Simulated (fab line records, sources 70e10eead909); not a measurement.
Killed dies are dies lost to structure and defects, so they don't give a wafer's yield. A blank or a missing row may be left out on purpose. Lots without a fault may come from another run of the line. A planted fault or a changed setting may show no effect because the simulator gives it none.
Chamber matching | flow nand_harc | NHARC_P_M0_ETCH_34 on rie_diel-13: 4 sister chambers
The step etches the open film in N2/H2, target depth 40 nm, overetch 12 nm, time 43.94 s. 27 wafers are shown with their chamber, then 12 later ones without.

WAFERS WITH THEIR CHAMBER
wafer  | chamber | drypump_motor_current_A (A) | rf_vpp_V (V) | oes_product_au (a.u.)
L076.1 | 2       | 6.5                         | 426.8        | 1.014
L076.2 | 0       | 5.2                         | 433.4        | 1.012
L076.5 | 1       | 5.4                         | 432.2        | 0.988
L077.1 | 0       | 5.2                         | 431.2        | 1.003
L077.5 | 1       | 5.4                         | 433.5        | 0.982
L077.6 | 2       | 6.5                         | 428.0        | 0.999
L078.1 | 2       | 6.5                         | 428.6        | 1.005
L078.4 | 3       | 4.8                         | 434.3        | 1.010
L078.5 | 3       | 4.8                         | 432.5        | 1.003
L080.4 | 2       | 6.5                         | 427.3        | 1.011
L080.5 | 1       | 5.4                         | 432.5        | 0.994
L080.6 | 0       | 5.2                         | 432.2        | 1.005
L083.1 | 1       | 5.4                         | 432.7        | 0.988
L083.4 | 2       | 6.5                         | 428.6        | 1.017
L083.5 | 0       | 5.3                         | 432.4        | 1.010
L082.2 | 2       | 6.5                         | 428.1        | 1.017
L082.5 | 0       | 5.3                         | 430.9        | 1.002
L082.6 | 1       | 5.4                         | 432.1        | 0.981
L085.2 | 0       | 5.3                         | 431.2        | 1.010
L085.3 | 1       | 5.4                         | 432.6        | 0.988
L085.6 | 3       | 4.8                         | 433.9        | 1.011
L084.1 | 3       | 4.8                         | 434.8        | 1.008
L084.3 | 2       | 6.5                         | 429.3        | 1.002
L084.6 | 0       | 5.2                         | 433.2        | 1.007
L086.2 | 1       | 5.4                         | 432.6        | 1.003
L086.3 | 2       | 6.5                         | 428.3        | 1.013
L086.4 | 0       | 5.2                         | 432.2        | 1.014

SIGNATURES (means of the wafers above)
reading                 | chamber 0 | chamber 1 | chamber 2 | chamber 3 | scatter within a chamber
drypump_motor_current_A | 5.237     | 5.400     | 6.500     | 4.800     | 0.0286
rf_vpp_V                | 432.087   | 432.600   | 428.125   | 433.875   | 0.795
oes_product_au          | 1.00787   | 0.98914   | 1.00975   | 1.00800   | 0.00604
Rule: a wafer's distance from a chamber is the root of the sum, over the readings, of the square of ((its reading less the chamber's mean) divided by the reading's scatter). The wafer belongs to the nearest chamber; if the next one is less than 2 further off, it can't be placed. The scatter: the root of (the sum of the squares of (reading less its chamber's mean) over the shown wafers, divided by (wafers less chambers)).

WAFERS WITHOUT THEIR CHAMBER
wafer  | drypump_motor_current_A (A) | rf_vpp_V (V) | oes_product_au (a.u.)
L088.3 | 5.2                         | 431.8        | 1.005
L088.5 | 4.8                         | 432.1        | 1.014
L088.6 | 5.2                         | 431.6        | 1.005
L092.2 | 5.4                         | 432.5        | 0.999
L092.5 | 5.4                         | 432.8        | 0.998
L092.6 | 6.5                         | 430.2        | 1.018
L094.2 | 5.4                         | 433.1        | 0.990
L094.3 | 5.3                         | 430.1        | 1.009
L094.4 | 4.8                         | 431.8        | 1.007
L095.1 | 4.8                         | 433.0        | 1.002
L095.2 | 6.5                         | 428.7        | 1.006
L095.6 | 5.3                         | 432.2        | 1.011

WHICH CHAMBER EACH WENT THROUGH
wafer  | from the rows above | in truth
L088.3 | 0                   | 0
L088.5 | 3                   | 3
L088.6 | 0                   | 0
L092.2 | 1                   | 1
L092.5 | 1                   | 1
L092.6 | 2                   | 2
L094.2 | 1                   | 1
L094.3 | 0                   | 0
L094.4 | 3                   | 3
L095.1 | 3                   | 3
L095.2 | 2                   | 2
L095.6 | 0                   | 0
Placed correctly: 12 of 12. Can't be placed from these rows: 0. Placed wrongly: 0.
